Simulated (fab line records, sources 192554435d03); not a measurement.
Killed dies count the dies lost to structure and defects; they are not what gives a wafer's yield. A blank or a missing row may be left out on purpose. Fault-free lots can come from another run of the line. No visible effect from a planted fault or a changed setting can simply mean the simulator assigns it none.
A lot that was struck, set against a sound lot ; flow n5_finfet ; 18 steps out of a route of 1938
Sound: the wafers L997.2, L997.4, L997.6. Struck: wafer L986.1. (L986.3, L986.6 of the same lot were not struck and are left out.) The cause comes at the end.
Each step with rows lists, per side, the tool, then ch with its chambers, then its first start. Under that, the readings that differ: sound wafers ; struck wafers ; difference of the means ; sigmas: that difference in standard deviations of wafers without a fault.
alike: readings with means less than 2 such deviations apart, plus words and numbers identical on both sides. not compared: withheld readings, readings lacking a value on some wafer, bounds such as >300 that could conceal the same value, and numbers that have no deviation in the record and whose values overlap.
The two part at a step that has a row with sigmas, a row that says differs or no value, or rows on one side only. Non-overlapping numbers with no deviation appear without sigmas and do not part them. A reading that every wafer of one side lacks parts them only if that side has two wafers or more.

N5_BEOL_M14_ETCH_68: etches SOC in N2/H2, time 450 s.
  sound on rie_diel-01 ch 0,2, day 16 08:14; struck on rie_diel-03 ch 0, day 13 11:22
  alike: drypump_motor_current_A, oes_product_au, rf_vpp_V, showerhead_plenum_p_Torr, throttle_valve_pct
  not compared: rf_hours_counter_h
then, 1 step without rows for these wafers: N5_BEOL_M14_STRIP_69 (strips in N2/H2).
N5_BEOL_M14_TRENCH_ETCH_34: etches SiO2 in C4F8/O2/Ar, target depth 556.65 nm, time 126.9 s.
  sound on rie_diel-01 ch 0,2, day 16 08:30; struck on rie_diel-03 ch 0, day 13 11:39
  alike: drypump_motor_current_A, oes_product_au, rf_vpp_V, showerhead_plenum_p_Torr, throttle_valve_pct
  not compared: rf_hours_counter_h
then, 1 step without rows for these wafers: N5_BEOL_M14_STRIP_70 (strips in C4F8/O2/Ar).
N5_BEOL_M14_OCD_MEAS_35:
  sound on ocd-02 at day 16 08:40; struck on ocd-02 at day 13 11:48
  alike: trench_depth_nm
then, 4 steps without rows for these wafers: N5_BEOL_M14_STRIP_37 (strips in O2); N5_BEOL_M14_ETCH_38 (etches SiCN in CF4/N2, target depth 106.5 nm, time 120.6 s); N5_BEOL_M14_PRECLEAN_39 (cleans in residue remover, time 60 s); N5_BEOL_M14_SRD_40 (time 30 s, dry time 30 s).
N5_BEOL_M14_DEGAS_41: time 60 s.
  sound on pvd_sputter-01 at day 16 11:10; struck on pvd_sputter-02 at day 13 12:16
  alike: heater_power_w
N5_BEOL_M14_PRE_CLEAN_42: time 30 s.
  sound on pvd_sputter-01 at day 16 11:13; struck on pvd_sputter-02 at day 13 12:18
  alike: heater_power_w
then, 1 step without rows for these wafers: N5_BEOL_M14_SPUTTER_43 (material TaN, target thk 15 nm, time 24.19 s).
N5_BEOL_M14_SPUTTER_44: material Ta, target thk 15 nm, time 24.19 s.
  sound on pvd_sputter-01 at day 16 11:20; struck on pvd_sputter-02 at day 13 12:25
reading;sound;struck;difference;sigmas
model.Ta_of_BEOL_M14_SPUTTER_44.thk_nm (nm);15 15 14.8;8.6;-6.3;
  alike: bias_v, throttle_valve_pct
N5_BEOL_M14_SPUTTER_45: material Cu, target thk 100 nm, time 16.67 s.
  sound on pvd_sputter-01 at day 16 11:25; struck on pvd_sputter-02 at day 13 12:30
  alike: bias_v, chuck_gas_flow_sccm, throttle_valve_pct
then, 2 steps without rows for these wafers: N5_BEOL_M14_ECD_47 (material Cu, target thk 1248 nm); N5_BEOL_M14_ANNEAL_48 (time 90 s).
N5_BEOL_M14_CMP_49: polishes, stops on SiO2, t overpolish 5.2 s, target thk 560 nm.
  sound on cmp-04 ch 0,1, day 16 12:01; struck on cmp-03 ch 0, day 13 13:08
reading;sound;struck;difference;sigmas
barrier_field_endpoint_s (s);11.37 11.45 11.44;9.22;-2.20;-8
  alike: motor_current_A
then, 1 step without rows for these wafers: N5_PASSIVATION_PROBE_49.

== WHERE THEY PART ==
At N5_BEOL_M14_CMP_49 and nowhere else, as far as this record goes.

WHY: what had been put in by the simulator
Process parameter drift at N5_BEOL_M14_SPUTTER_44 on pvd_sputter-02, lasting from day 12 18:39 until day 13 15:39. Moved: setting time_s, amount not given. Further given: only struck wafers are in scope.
